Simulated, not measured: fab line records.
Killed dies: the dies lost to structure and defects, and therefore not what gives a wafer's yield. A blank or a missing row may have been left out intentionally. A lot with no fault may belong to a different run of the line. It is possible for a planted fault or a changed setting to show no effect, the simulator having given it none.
Matching of chambers ; flow n5 finfet ; N5_BEOL_M13_DEP_53 on pecvd-04: 3 sister chambers
The step deposits SiCN from 3MS/NH3, target thk 50 nm, time 17.8 s. 6 wafers are shown with their chamber, then 9 later ones without.

EACH WAFER AND ITS CHAMBER
wafer;chamber;throttle valve pct (%);showerhead plenum p Torr (Torr)
L085.6;1;19.2;4.174
L087.3;1;19.3;4.180
L087.6;2;17.9;4.178
L092.1;0;17.8;4.160
L092.3;2;17.8;4.186
L092.4;0;17.7;4.182

WAFERS MISSING THEIR CHAMBER
wafer;throttle valve pct (%);showerhead plenum p Torr (Torr)
L095.1;18.1;4.181
L095.2;17.6;4.174
L095.4;17.6;4.168
L096.4;17.7;4.165
L096.5;18.2;4.175
L096.6;17.7;4.165
L097.2;18.2;4.183
L097.4;17.8;4.177
L097.5;18.1;4.192

WHICH CHAMBER EACH WENT THROUGH
wafer;from the rows above;in truth
L095.1;can't be placed: 2 or 0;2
L095.2;can't be placed: 0 or 2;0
L095.4;can't be placed: 0 or 2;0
L096.4;can't be placed: 0 or 2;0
L096.5;can't be placed: 2 or 0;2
L096.6;can't be placed: 0 or 2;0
L097.2;can't be placed: 2 or 0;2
L097.4;can't be placed: 2 or 0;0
L097.5;can't be placed: 2 or 0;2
Correct placement for 0 of the 9. Unplaceable from these rows: 9, with the true chamber sitting among the candidates in 9. 0 placed wrongly.
How it was worked out, from the rows above alone: a wafer's distance from a chamber is the root of the sum, over the readings, of the square of ((its reading less the chamber's mean) divided by the reading's scatter). The wafer belongs to the nearest chamber; if the next one is less than 2 further off, it can't be placed. Each chamber's mean is taken over the wafers shown for it. The scatter is the square root of a quotient: the sum, over the shown wafers, of each reading's squared deviation from its chamber's mean, divided by wafers minus chambers.
